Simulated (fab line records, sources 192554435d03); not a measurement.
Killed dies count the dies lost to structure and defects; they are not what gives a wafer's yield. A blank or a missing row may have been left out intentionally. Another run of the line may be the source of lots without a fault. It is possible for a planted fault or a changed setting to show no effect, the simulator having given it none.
fab line records | flow n5Finfet
[record] lots = 7 wafers = 21
route steps=1938 shown BEOL_M15@1808 MIM_BOT_LITHO@1858 PASSIVATION@1901
startH: start of the lot's first displayed wafer, in hours after the record's first day | waitH: hours elapsed since this lot's preceding step | " as in the row above | L1.1+2: a row that stands for several wafers | - no value, or no start was given | * or withheld: withheld | < > ~ a bound
route shown NAME@n: NAME is a module with steps in the file, n the number in the route of the first one | usual: average and standard deviation across the fault-free wafers | same: alike in all rows | chamber/n: place in a boat | sites: per-site readings | _std_site: standard deviation of those values | _edge_site: mean of outer sites minus mean of inner sites | radiusMm: for every site, how far away it sits from the centre of the wafer | mask NAME#n: copy n | behind: the last tool/chamber to shape the wafer | hold: cause of the lot's hold/its duration in hours/its outcome | device: the n, p or np transistor that did not switch | end of line: at the end of the route, the tests of the same wafers | for a step that has no rows: nothing shown but its recipe | killed: at the first sort, the dies lost to defects and structure; wafer yield is something else | map: dies across one wafer; x = killed, . = not, _ = none there
set.NAME: the setting as run; set.NAME@STEP: as run at that earlier step | model.NAME: the simulator's own value behind a step, which no gauge read
lots whose settings were changed on purpose; a table a step, a row a wafer
[[steps]]
[step N5_BEOL_M15_ETCH_61]
[recipe] chemistry = N2/H2 target = BARC targetDepthA = 890 overetchA = 267 timeS = 67.9 ionEnergyEv = 200 pressureMtorr = 30 sourceW = 840 biasW = 150 n2FlowSccm = 200 h2FlowSccm = 200
// columns lot.wafer tool chamber startH waitH set.timeS model.coat_of_BEOL_M15_COAT_22.thkNm
L077.1 rieDiel-02 0 295.26 0.0 67.9 719.8
L077.2+6 " 2,1 " " 53.07 730.4
L080.1 rieDiel-05 2 325.36 0.0 67.9 717
L080.3 " 0 " " 75.92 713.4
L080.4 " 0 " " 67.9 720
L081.1 rieDiel-04 3 326.46 0.0 67.9 718.6
L081.4 " 0 " " 67.9 719.8
L081.6 " 0 " " 67.9 720
L086.1 rieDiel-05 0 354.82 0.0 67.9 713.6
L086.3 " 3 " " 67.9 716.4
L086.5 " 0 " " 71.86 710
L090.2 rieDiel-02 1 359.65 0.0 67.9 713.2
L090.3 " 2 " " 67.9 716.8
L090.5 " 0 " " 67.9 714.6
L092.2 rieDiel-02 1 383.80 0.0 60.24 721
L092.4 " 0 " " 67.9 714.6
L092.6 " 0 " " 60.24 723.6
L096.1+2 rieDiel-05 3,0 389.32 0.0 67.9 715.6
L096.6 " 0 " " 67.9 715.4
[step N5_MIM_BOT_LITHO_EXPOSE_05]
[recipe] maskId = MIM_BOT na = 0.55 sourceShape = conventional sigmaOuter = 0.8 polarization = unpolarized doseMj = 24.25
// columns lot.wafer tool chamber startH waitH mask set.doseMj
L077.1+2+6 krfScanner-01 0 301.46 - MIM_BOT#0 24.25
L080.1+3 krfScanner-01 0 335.71 - MIM_BOT#0 22.62
L080.4 " 0 " " MIM_BOT#0 24.25
L081.1+4 krfScanner-02 0 336.75 - MIM_BOT#0 24.25
L081.6 " 0 " " MIM_BOT#0 24.83
L086.1+3+5 krfScanner-01 0 360.73 - MIM_BOT#0 24.25
L090.2+5 krfScanner-02 0 373.12 - MIM_BOT#0 24.25
L090.3 " 0 " " MIM_BOT#0 25.41
L092.2 krfScanner-02 0 394.23 - MIM_BOT#0 24.25
L092.4+6 " 0 " " MIM_BOT#0 25.64
L096.1+2+6 krfScanner-01 0 397.04 - MIM_BOT#0 24.25
[step N5_MIM_BOT_LITHO_PEB_06]
[recipe] pebTempC = withheld pebTimeS = *
[step N5_MIM_BOT_LITHO_DEVELOP_07]
[recipe] developTimeS = 60 rinseLiquid = diw dry = airSpin devTempC = 21
[step N5_MIM_BOT_LITHO_HARDBAKE_09]
[recipe] tempC = 130 timeS = 120
[step N5_MIM_BOT_LITHO_CD_MEAS_08]
[recipe] targetCdNm = 3000 landingEnergyEv = 500 detector = seInlens polarity = opening
[usual] cdNm = 3000.3/1.7
// columns lot.wafer tool chamber startH waitH set.doseMj@MIM_BOT_LITHO_EXPOSE_05 cdNm
L077.1 cdSem-02 0 301.64 - 24.25 2999.9
L077.2 " 0 " " 24.25 2998.1
L077.6 " 0 " " 24.25 2999.8
L080.1 cdSem-03 0 335.89 - 22.62 2987.0
L080.3 " 0 " " 22.62 2987.4
L080.4 " 0 " " 24.25 2999.9
L081.1 cdSem-01 0 336.93 - 24.25 3003.0
L081.4 " 0 " " 24.25 3002.5
L081.6 " 0 " " 24.83 3007.8
L086.1 cdSem-01 0 360.90 - 24.25 3004.3
L086.3 " 0 " " 24.25 3004.6
L086.5 " 0 " " 24.25 3003.6
L090.2 cdSem-02 0 373.29 - 24.25 3000.6
L090.3 " 0 " " 25.41 3006.2
L090.5 " 0 " " 24.25 2999.7
L092.2 cdSem-03 0 394.41 - 24.25 3000.4
L092.4 " 0 " " 25.64 3011.6
L092.6 " 0 " " 25.64 3011.6
L096.1 cdSem-02 0 397.22 - 24.25 3000.6
L096.2 " 0 " " 24.25 3000.6
L096.6 " 0 " " 24.25 3001.6
[step N5_PASSIVATION_EXPOSE_27]
[recipe] maskId = PAD na = 0.55 sourceShape = conventional sigmaOuter = 0.8 polarization = unpolarized defocusNm = 0 doseMj = 32.3
// columns lot.wafer tool chamber startH waitH mask set.doseMj
L077.1 krfScanner-01 0 305.19 - PAD#0 32.3
L077.2+6 " 0 " " PAD#0 29.98
L080.1+3+4 krfScanner-01 0 339.96 - PAD#0 32.3
L081.1+6 krfScanner-02 0 340.66 - PAD#0 30.45
L081.4 " 0 " " PAD#0 32.3
L086.1+3+5 krfScanner-01 0 366.18 - PAD#0 32.3
L090.2 krfScanner-02 0 376.40 - PAD#0 32.3
L090.3+5 " 0 " " PAD#0 30.74
L092.2 krfScanner-01 0 397.12 - PAD#0 31.53
L092.4+6 " 0 " " PAD#0 32.3
L096.1+2+6 krfScanner-01 0 401.52 - PAD#0 32.3
[step N5_PASSIVATION_PEB_28]
[recipe] pebTempC = withheld pebTimeS = *
[step N5_PASSIVATION_DEVELOP_29]
[recipe] developTimeS = 60 rinseLiquid = diw dry = airSpin devTempC = 21
[step N5_PASSIVATION_HARDBAKE_31]
[recipe] tempC = 130 timeS = 120
[step N5_PASSIVATION_CD_MEAS_30]
[recipe] targetCdNm = 4000 landingEnergyEv = 500 detector = seInlens polarity = opening
[usual] cdNm = 4000.4/1.6
// columns lot.wafer tool chamber startH waitH set.doseMj@PASSIVATION_EXPOSE_27 cdNm
L077.1 cdSem-01 0 305.36 - 32.3 4000.1
L077.2 " 0 " " 29.98 3988.5
L077.6 " 0 " " 29.98 3986.9
L080.1 cdSem-03 0 340.14 - 32.3 3997.6
L080.3 " 0 " " 32.3 3997.0
L080.4 " 0 " " 32.3 3998.9
L081.1 cdSem-02 0 340.84 - 30.45 3988.4
L081.4 " 0 " " 32.3 4001.0
L081.6 " 0 " " 30.45 3989.4
L086.1 cdSem-02 0 366.35 - 32.3 4000.8
L086.3 " 0 " " 32.3 3998.1
L086.5 " 0 " " 32.3 4001.8
L090.2 cdSem-01 0 376.57 - 32.3 3998.9
L090.3 " 0 " " 30.74 3992.5
L090.5 " 0 " " 30.74 3989.9
L092.2 cdSem-03 0 397.29 - 31.53 3996.4
L092.4 " 0 " " 32.3 4000.5
L092.6 " 0 " " 32.3 3999.7
L096.1 cdSem-02 0 401.70 - 32.3 4000.7
L096.2 " 0 " " 32.3 3999.3
L096.6 " 0 " " 32.3 3999.3
[[key]]
[split] step = N5_BEOL_M15_ETCH_61 setting = timeS stated = 67.9 by = wafer
[response] step = N5_BEOL_M15_ETCH_61 reading = model.coat_of_BEOL_M15_COAT_22.thkNm change = -0.524 per = 1% r = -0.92
[split] step = N5_MIM_BOT_LITHO_EXPOSE_05 setting = doseMj stated = 24.25 by = wafer
[response] step = N5_MIM_BOT_LITHO_CD_MEAS_08 reading = cdNm change = +1.78 per = 1% r = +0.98
[split] step = N5_PASSIVATION_EXPOSE_27 setting = doseMj stated = 32.3 by = wafer
[response] step = N5_PASSIVATION_CD_MEAS_30 reading = cdNm change = +1.81 per = 1% r = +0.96
